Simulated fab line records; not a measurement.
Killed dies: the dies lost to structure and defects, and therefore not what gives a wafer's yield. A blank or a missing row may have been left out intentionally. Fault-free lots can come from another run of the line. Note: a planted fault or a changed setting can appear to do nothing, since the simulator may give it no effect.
fab line records | flow n5-finfet
record: lots: 4 wafers: 12 last-day: 14
route steps=1938 shown PMOS_HMC_CHANNEL_EPI@83 FIN_SAQP@90 FIN_CUT@174 STI_FIN_REVEAL@197 BEOL_M4@1111 PASSIVATION@1936
lots that met no fault: from a run of the same line without faults
start-h: the number of hours between the record's first day and the start of the first shown wafer of the lot | wait-h: hours since the lot's step before | " repeats the value in the row above | L1.1+2: a row that stands for several wafers | - either no value or no given start | * or withheld: withheld | < > ~ a bound
route shown NAME@n: NAME is a module with steps in the file, n the number in the route of the first one | usual: average and standard deviation across the fault-free wafers | same: alike in all rows | chamber/n: place in a boat | sites: per-site readings | _std_site: their standard deviation | _edge_site: mean of outer sites minus mean of inner sites | radius-mm: how far each site lies from the wafer's centre | mask NAME#n: copy n | behind: tool/chamber where the wafer was last shaped | hold: the reason the lot was held/the length of the hold in hours/how it ended | device: transistor that didn't switch, given as n, p or np | end of line: at the end of the route, the tests of the same wafers | where a step has no rows: the recipe by itself | killed: not the wafer's yield, but the dies lost to structure and defects at the first sort | map: per-die view of a wafer (x killed, . not killed, _ where there is no die)
set.NAME: the run value of the setting; set.NAME@STEP: its run value at that earlier step | model.NAME: the simulator's own value behind a step, which no gauge read
lots at selected steps of the route; one table per step, one row per wafer
services: when a tool's chamber went out of use (start-h, in hours from the record's first day, below 0 if earlier), for how many hours, and the reason
== steps ==
step: N5_PMOS_HMC_CHANNEL_EPI_PRECLEAN_40
recipe: chemistry: DHF time-s: 30 temp-c: 25 dilution: withheld
step: N5_PMOS_HMC_CHANNEL_EPI_PRECLEAN_37
recipe: chemistry: O3/DIW time-s: 45 temp-c: 22 o3-ppm: 10
step: N5_PMOS_HMC_CHANNEL_EPI_PRECLEAN_24
recipe: chemistry: DHF time-s: 30 temp-c: 25 dilution: withheld
step: N5_PMOS_HMC_CHANNEL_EPI_SRD_25
recipe: dry: ipa-marangoni do-ppb: 5 time-s: 30 temp-c: 23 rinse-liquid: diw
step: N5_PMOS_HMC_CHANNEL_EPI_EPI_26
recipe: material: Si target-thk-a: 38 temp-c: 650 precursor: SiH4/H2 pressure-torr: 20 time-s: 22.7
step: N5_FIN_SAQP_PRECLEAN_42
recipe: chemistry: O3/DIW time-s: 60 temp-c: 22 o3-ppm: 10
step: N5_FIN_SAQP_PRECLEAN_00
recipe: chemistry: SC1 time-s: 60 temp-c: 55 mix: 1:2:50
step: N5_FIN_SAQP_PRECLEAN_44
recipe: chemistry: SC2 time-s: 45 temp-c: 35 mix: 1:1:50
step: N5_FIN_SAQP_SRD_01
recipe: dry: ipa-marangoni time-s: 30 temp-c: 23 rinse-liquid: diw
step: N5_FIN_SAQP_ALD_61
recipe: material: SiO2 target-thk-a: 40 temp-c: 300 ald-precursor-family: BDEAS ald-co-reactant: O2-plasma pulse-time-s: 1 purge-time-s: 2 co-reactant-purge-time-s: 2 ald-cycles: 43 pressure-torr: 2
usual: ald-cycles: 43/0 heater-power-outer-w: 264/21 heater-power-w: 482/36 precursor-pulse-height-rel: 1.001/0.02
columns lot.wafer tool chamber start-h wait-h ald-cycles heater-power-outer-w heater-power-w precursor-pulse-height-rel model.SiO2_of_FIN_SAQP_ALD_61.thk-nm
L678.1 ald-sin-04 2 50.22 0.0 43 247 452 1.011 4.045
L678.2 " 0 " " 43 277 520 1.026 4.02
L678.6 " 0 " " 43 282 504 1.017 4.019
L682.2 ald-sin-04 2 74.83 0.0 43 253 447 1.016 3.999
L682.3 " 1 " " 62 247 452 1.035 5.787
L682.4 " 0 " " 43 273 502 0.987 3.989
L683.3 ald-sin-04 0 82.78 1.0 43 278 508 0.987 3.987
L683.5 " 1 " " 62 252 461 0.978 5.796
L683.6 " 0 " " 43 276 513 0.974 4.009
L685.3 ald-sin-01 0 95.23 2.0 43 259 496 0.976 4.013
L685.5 " 1 " " 43 255 486 1.023 4.001
L685.6 " 3 " " 43 273 509 1.004 3.976
step: N5_FIN_SAQP_DENSIFY_62
recipe: temp-c: 700 time-s: 60 ambient: N2 idle-temp-c: 600 ramp-up-c-per-s: 150 ramp-down-c-per-s: 60 cool-to-c: 600
step: N5_FIN_SAQP_HM_DEP_03
recipe: material: SiNx target-thk-a: 380 temp-c: 400 precursor: SiH4/NH3/N2 pressure-torr: 1.5 rf-w: 300 time-s: 33.6
step: N5_FIN_SAQP_PECVD_47
recipe: material: a-Si target-thk-a: 450 temp-c: 400 precursor: SiH4/He pressure-torr: 3 rf-w: 100 time-s: 36.3
step: N5_FIN_SAQP_PECVD_48
recipe: material: SiNx target-thk-a: 250 temp-c: 400 precursor: SiH4/NH3/N2 pressure-torr: 1.5 rf-w: 300 time-s: 22.1
step: N5_FIN_SAQP_PECVD_06
recipe: material: a-Si target-thk-a: 600 temp-c: 400 precursor: SiH4/He pressure-torr: 3 rf-w: 100 time-s: 48.1
step: N5_FIN_SAQP_HM_DEP_72
recipe: material: SiO2 target-thk-a: 120 temp-c: 400 precursor: SiH4/N2O pressure-torr: 0.75 rf-w: 275 time-s: 7.2
step: N5_FIN_SAQP_COAT_49
recipe: resist: SOC temp-c: 250 time-s: 60 spin-rpm: 1500 resist-thk-nm: 100
step: N5_FIN_SAQP_COAT_50
recipe: resist: SiARC temp-c: 220 time-s: 60 spin-rpm: 1500 resist-thk-nm: 35
step: N5_FIN_SAQP_COAT_10
recipe: resist: CAR-ArF spin-rpm: 1500 resist-thk-nm: 90
step: N5_FIN_SAQP_EBR_12
recipe: solvent: PGMEA ebr-width-mm: 1.5
step: N5_FIN_SAQP_SOFTBAKE_11
recipe: temp-c: 110 time-s: 60 resist: CAR-ArF
step: N5_FIN_SAQP_EXPOSE_13
recipe: mask-id: FIN_CORE na: 1.35 source-shape: dipole sigma-inner: 0.538 sigma-outer: 0.738 polarization: te target-cd-nm: 35.6 dose-mj: 63.25
step: N5_FIN_SAQP_PEB_14
recipe: peb-temp-c: withheld peb-time-s: 60 resist: CAR-ArF
step: N5_FIN_SAQP_DEVELOP_15
recipe: develop-time-s: 30 developer: TMAH resist: CAR-ArF dev-temp-c: 23 rinse-liquid: diw dry: air-spin
step: N5_FIN_SAQP_DESCUM_21
recipe: chemistry: O2 time-s: 7.9 source-power-w: 50 bias-power-w: 20 pressure-mtorr: 20 rf-frequency-hz: 2.712e+07 temp-c: 40 resist: CAR-ArF o2-flow-sccm: 225
step: N5_FIN_SAQP_ETCH_51
recipe: chemistry: CF4 target: SiARC target-depth-a: 455 mask-material: CAR-ArF time-s: 75.8 ion-energy-ev: 80 pressure-mtorr: 40 source-w: 545 bias-w: 36 Ar_flow_sccm: 100 cf4-flow-sccm: 100 ends: cleared
step: N5_FIN_SAQP_ETCH_52
recipe: chemistry: N2/H2 target: SOC target-depth-a: 1000 overetch-a: 200 mask-material: SiARC temp-c: 40 time-s: 150 ion-energy-ev: 200 pressure-mtorr: 30 source-w: 840 bias-w: 150 n2-flow-sccm: 200 h2-flow-sccm: 200 ends: end-point
step: N5_FIN_SAQP_STRIP_53
recipe: chemistry: N2/H2 temp-c: 40 n2-flow-sccm: 200 h2-flow-sccm: 200 rf-frequency-hz: 6e+07
step: N5_FIN_SAQP_HM_OPEN_73
recipe: chemistry: CHF3/O2 target: SiO2 stop-on: a-Si target-depth-a: 120 over-etch-frac: 1.8 mask-material: SOC time-s: 16.8 pressure-mtorr: 30 source-w: 650 bias-w: 170 Ar_flow_sccm: 200 CHF3_flow_sccm: 50 O2_flow_sccm: 5 ion-energy-ev: 200 ends: end-point
step: N5_FIN_SAQP_STRIP_74
recipe: chemistry: CHF3/O2 resist: SiARC rf-frequency-hz: 6e+07
step: N5_FIN_SAQP_MANDREL_ETCH_22
recipe: target-depth-a: 600 chemistry: HBr/Cl2 target: a-Si stop-on: SiNx bt-time-s: 10 over-etch-frac: 0.5 time-s: 30 pressure-mtorr: 10 icp-w: 800 bias-w: 75 HBr_flow_sccm: 150 Cl2_flow_sccm: 80 ends: end-point
step: N5_FIN_SAQP_STRIP_55
recipe: chemistry: N2/H2 power-w: 500 temp-c: 40 pressure-mtorr: 50 rf-frequency-hz: 6e+07 overash-fraction: 0.3 bias-power-w: 28 h2-frac: 0.5 n2-flow-sccm: 300 h2-flow-sccm: 300
step: N5_FIN_SAQP_STRIP_23
recipe: chemistry: SPM time-s: 750 temp-c: 130 h2so4-h2o2-vol-ratio: 4
step: N5_FIN_SAQP_SRD_66
recipe: dry: ipa-marangoni time-s: 30 temp-c: 23 rinse-liquid: diw
step: N5_FIN_CUT_CUT_ETCH_27
recipe: chemistry: CHF3/O2 target: SiO2 target-depth-a: 40 mask-material: SOC overetch-a: 20 time-s: 4.9 pressure-mtorr: 30 source-w: 650 bias-w: 170 Ar_flow_sccm: 200 CHF3_flow_sccm: 50 O2_flow_sccm: 5 ion-energy-ev: 200
usual: drypump-motor-current-A: 5.9/0.5 oes-product-au: 0.62/0.059 rf-vpp-V: 527/13 showerhead-plenum-p-Torr: 2.46/0.064 throttle-valve-pct: 18.79/0.18
columns lot.wafer tool chamber start-h wait-h drypump-motor-current-A oes-product-au rf-hours-counter-h rf-vpp-V showerhead-plenum-p-Torr throttle-valve-pct model.etch.depth-nm
L678.1 rie-diel-01 3 56.78 0.0 6.3 0.61 146 526 2.40 18.69 4.045
L678.2 " 2 " " 5.7 0.60 155 552 2.50 18.46 4.02
L678.6 " 1 " " 5.9 0.74 - 537 2.56 18.59 4.019
L682.2 rie-diel-03 2 81.68 0.0 4.9 0.55 239 517 2.39 19.05 3.999
L682.3 " 1 " " 6.1 0.74 137 519 2.54 19.01 5.787
L682.4 " 0 " " 6.8 0.64 87 512 2.45 18.86 3.989
L683.3 rie-diel-03 0 90.29 0.0 6.7 0.63 90 512 2.45 18.88 3.987
L683.5 " 1 " " 6.1 0.74 - 520 2.53 19.00 5.796
L683.6 " 2 " " 4.9 0.55 - 518 2.38 19.06 4.009
L685.3 rie-diel-01 1 102.50 0.0 5.9 0.71 24 539 2.56 18.61 4.013
L685.5 " 1 " " 5.9 0.70 - 539 2.56 18.60 4.001
L685.6 " 2 " " 5.7 0.59 - 551 2.50 18.49 3.976
step: N5_STI_FIN_REVEAL_STRIP_16
recipe: chemistry: H3PO4 material: SiNx temp-c: 165 target-depth-a: 238 overetch-fraction: 0.4964 dry: ipa-marangoni
usual: bath-guard-temp-C: 164.8/0.58 bath-heat-duty-pct: 27/3.3
columns lot.wafer tool chamber start-h wait-h bath-guard-temp-C bath-heat-duty-pct model.SiO2_of_FIN_SAQP_ALD_61.thk-nm
L678.1 wet-bench-01 7 64.91 1.1 166.1 27 3.8
L678.2 " 4 " " 164.7 28 3.8
L678.6 " 0 " " 165.2 25 3.8
L682.2 wet-bench-01 3 90.51 1.1 164.8 26 3.8
L682.3 " 0 " " 165.4 27 5.6
L682.4 " 1 " " 165.3 30 3.8
L683.3 wet-bench-03 7 98.33 0.6 165.1 23 3.8
L683.5 " 4 " " 164.8 30 5.6
L683.6 " 5 " " 163.8 23 3.8
L685.3 wet-bench-02 2 110.50 0.6 164.6 29 3.8
L685.5 " 1 " " 163.9 26 3.8
L685.6 " 7 " " 165.3 26 3.8
step: N5_BEOL_M4_RC_MEAS_101
usual: DIBL_N: 36.2/1.7 DIBL_P: 36.6/1.9 IOFF_N: 0.16/0.032 IOFF_P: 0.21/0.037 ION_N: 675/12 ION_P: 460/8.1 SS_N: 71.4/0.58 SS_P: 73.4/0.64 VT_N: 249/3.2 VT_P: -252/3.4
columns lot.wafer tool chamber start-h wait-h DIBL_N[mV/V] DIBL_P[mV/V] IOFF_N[nA/um] IOFF_P[nA/um] ION_N[uA/um] ION_P[uA/um] SS_N[mV/dec] SS_P[mV/dec] VT_N[mV] VT_P[mV]
L678.1 prober-02 0 194.21 0.0 37.8 37.4 0.18 0.20 667 459 72.2 73.2 250 -251
L678.2 " 0 " " 34.2 34.7 0.13 0.17 666 459 70.6 72.6 253 -253
L678.6 " 0 " " 37.5 37.7 0.18 0.21 678 462 71.9 73.4 250 -248
L682.2 prober-02 0 208.33 0.2 35.0 35.6 0.14 0.17 666 452 71.7 73.0 249 -254
L682.3 " 0 " " 37.1 38.9 0.19 0.22 687 465 72.0 72.8 246 -250
L682.4 " 0 " " 33.7 34.1 0.12 0.15 657 448 71.3 72.8 253 -255
L683.3 prober-02 0 227.00 0.3 35.6 36.1 0.13 0.18 649 446 71.5 73.2 255 -255
L683.5 " 0 " " 36.9 38.4 0.16 0.21 674 462 71.3 73.7 251 -251
L683.6 " 0 " " 33.4 33.4 0.11 0.15 658 455 70.2 72.3 255 -253
L685.3 prober-02 0 242.34 0.3 35.7 35.1 0.15 0.18 660 446 72.2 72.9 252 -253
L685.5 " 0 " " 37.2 37.7 0.19 0.23 676 469 72.0 73.1 247 -250
L685.6 " 0 " " 34.0 32.7 0.13 0.15 658 446 71.6 72.6 254 -256
step: N5_PASSIVATION_PROBE_49
usual: defect-limited-yield: 91.3/1.5 killed_at_M0_to_M3: 35/10 killed_at_M4_up: 12/4.6 killed-at-contacts: 13/6.6 killed-at-front-end: 39/11 killed-at-other: 4/3.4 killed-dies: 103/17 killed-on-rim: 14/4.1 killed-open: 67/13 killed-short: 35/8.2 sort_bin_5_function: 5.1/0.94 sort_bin_6_memory: 3.2/0.7 sort-n-pass: 1077/17 sort-yield-pct: 91.3/1.5
same: gross-dies: 1180 killed-at-back-side: 0 sort_bin_4_leakage[%]: 0 sort_bin_8_speed[%]: 0
columns lot.wafer tool chamber start-h wait-h defect-limited-yield[%] killed_at_M0_to_M3 killed_at_M4_up killed-at-contacts killed-at-front-end killed-at-other killed-dies killed-on-rim killed-open killed-short sort_bin_5_function[%] sort_bin_6_memory[%] sort-n-pass sort-yield-pct[%]
L682.3 prober-02 - 306.92 0.1 84.2 34 17 13 121 2 187 63 78 30 12.7 2.9 993 84.2
L683.5 prober-01 - 326.59 0.2 68.6 37 11 25 293 4 370 99 73 43 26.0 4.9 810 68.6
killed by level:class
L682.3 FIN_CUT:area-etch=77 FIN_SAQP:geometric-particle:open=19 MOL_CONTACT_COAG:geometric-particle:open=13 BEOL_M4:geometric-particle:open=11 BEOL_M1:geometric-particle:open=9 FIN_SAQP:geometric-particle:short=5 BEOL_M0:geometric-particle:short=5 BEOL_M3:geometric-particle:open=5
L683.5 FIN_CUT:area-etch=253 MOL_CONTACT_COAG:geometric-particle:open=18 BEOL_M0_SAQP:geometric-particle:short=12 STI_FIN_REVEAL:geometric-particle:open=7 DUMMY_GATE:geometric-particle:open=7 MOL_CONTACT_COAG:geometric-particle:short=7 FIN_SAQP:geometric-particle:short=6 BEOL_M0:geometric-particle:open=5
map L682.3 (x killed, . not)
_________________x..xx.......________________
______________x.....x......x..x._____________
___________x......x......xx.......x__________
__________..x....................x.x_________
________x............................._______
_______.......................x........______
______.....x.x..xx......x.............x._____
_____x.x.............x.x...xx.......x...x____
____.............x...x...........x..x..x..___
___x....x.....x.....x......................__
___.......xx..........xx.......x...........__
__xx.......x................................_
__...x..................x.....x.x..x..x..x.._
_x.x...x.....x........x.......x......x.......
_x............................x....x.........
_..........................................x.
_.x........x.........................x.......
_xx...x...............................x.....x
_xx.....x...x..x..........................xx.
_xxx............x...x...........x............
_xxx....................x......x.x.......xx.x
__x........x.x.....x..................x...xx_
__xx.....................x........x........._
___xx..................x........x.........x__
___xx......x........x.x........x........x..__
____..x.x.....x.......x................x..___
_____...........................x.....x..____
______xxx.x.x....xx.............x......x_____
_______x..xx.........x...............xx______
________xx.......x.x...............x.._______
__________.xx..xxx.xxxx.x..........._________
___________xxxxxx...xx......x.xx.xx__________
______________xx.xx..x.x...x...x_____________
_________________xxxxxxx.x.xx________________
map L683.5 (x killed, . not)
_________________xxxxxxxxxxxx________________
______________xxxxxxxxxxxxx.xxxx_____________
___________x.xxxx..xxx.xx...xx.xx..__________
__________x.x....xxx.xxxxxxx...xx..x_________
________xxx..x.......x.x.....xx....x.x_______
_______xxxxxxxx..x..x...x...........xx.______
______xxxx...x.x....................x..._____
_____x.xxxx.x....x..x....................____
____xxxxx.....x.........x....x......xxx..x___
___.xxx.x.........x...........x.......x.xxx__
___xx.x....x..........x...x...........x...x__
__xx....x..........x...x.............x......_
__xx.x....xxx..........x...x...x....x.....xx_
_x.x....x.........x............xx....x..x.x..
_.xx.....x..x.....x......x.x.....x.......x...
_..x...........................xxx..x......xx
_xx.x.....x.......xx..xx...............x.....
_x.xx.......x....................x..x..xx...x
_....x....x.....x..x...x...x.......x......x..
_xxx.....x..................................x
_....xxx.............x.x..x..........x.....xx
__.xx..xx.......x..x....................xxx._
__xxx.xxxx..x...........x................x.._
___.......x......................x..x...x.x__
___.x.xx..x..x.x.........x.......x...x....x__
____xx.x..x....x..xx...x..........x..x..x.___
_____xx.x.....xxx.xx.x..x...x.....x....x.____
______.xx.xx.xxxxxx.x..x.xx..x.xx.x...x._____
_______x..xxxx...xxxx....xxx.....xx..x.______
________.xxx..xxx.xx.x..xx..xxx.xxx..x_______
__________xxxxxxxxx.xxxx....xx..xxx._________
___________xxxx..xx.xxx....xxx.x.x.__________
______________xxxx.xxx.xxx....xx_____________
_________________.xx.xx.xx.x.________________
== services ==
columns tool chamber start-h hours kind
ald-sin-04 - 32.14 6.0 pm
ald-sin-04 1 57.72 6.0 repair
rie-diel-01 0 83.87 - clean
rie-diel-01 0 83.87 - consumable-replace:focus-ring
rie-diel-01 0 83.87 18.3 scheduled-down
rie-diel-01 0 83.87 18.3 vent-cycle
ald-sin-04 - 85.25 14.0 pm
ald-sin-04 0 85.25 14.0 vent-cycle
ald-sin-04 1 85.25 14.0 vent-cycle
ald-sin-04 2 85.25 14.0 vent-cycle
ald-sin-04 3 85.25 14.0 vent-cycle
rie-diel-03 1 85.69 1.9 repair
ald-sin-01 2 91.42 7.6 repair
rie-diel-01 - 94.95 0.5 repair
ald-sin-04 0 99.25 - clean
ald-sin-04 1 99.25 - clean
ald-sin-04 2 99.25 - clean
ald-sin-04 3 99.25 - clean
== key ==
first-sign: step: N5_FIN_SAQP_ALD_61 reading: ald-cycles direction: up sigmas: 99+ usual: * struck: *
effect: step: N5_PASSIVATION_PROBE_49 reading: sort_bin_5_function direction: up sigmas: 15 usual: 5.1 struck: 19.4
model-effect: step: N5_FIN_SAQP_ALD_61 value: SiO2_of_FIN_SAQP_ALD_61.thk-nm without: 4.024 struck: 5.792
model-effect: step: N5_FIN_CUT_CUT_ETCH_27 value: etch.depth-nm without: 4.024 struck: 5.792
model-effect: step: N5_STI_FIN_REVEAL_STRIP_16 value: SiO2_of_FIN_SAQP_ALD_61.thk-nm without: 3.8 struck: 5.6
more-kills-born-at: N5_FIN_CUT_CUT_ETCH_27@rie-diel-03: 330
met-at N5_FIN_SAQP_ALD_61
struck-wafers L682.3,L683.5
fault: kind: process-parameter-drift tool: ald-sin-04 chamber: 1 onset-h: 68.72 steps: N5_FIN_SAQP_ALD_61 channel: ald-cycles offset: * shape: step end-h: 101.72 acts-in: * stated: *
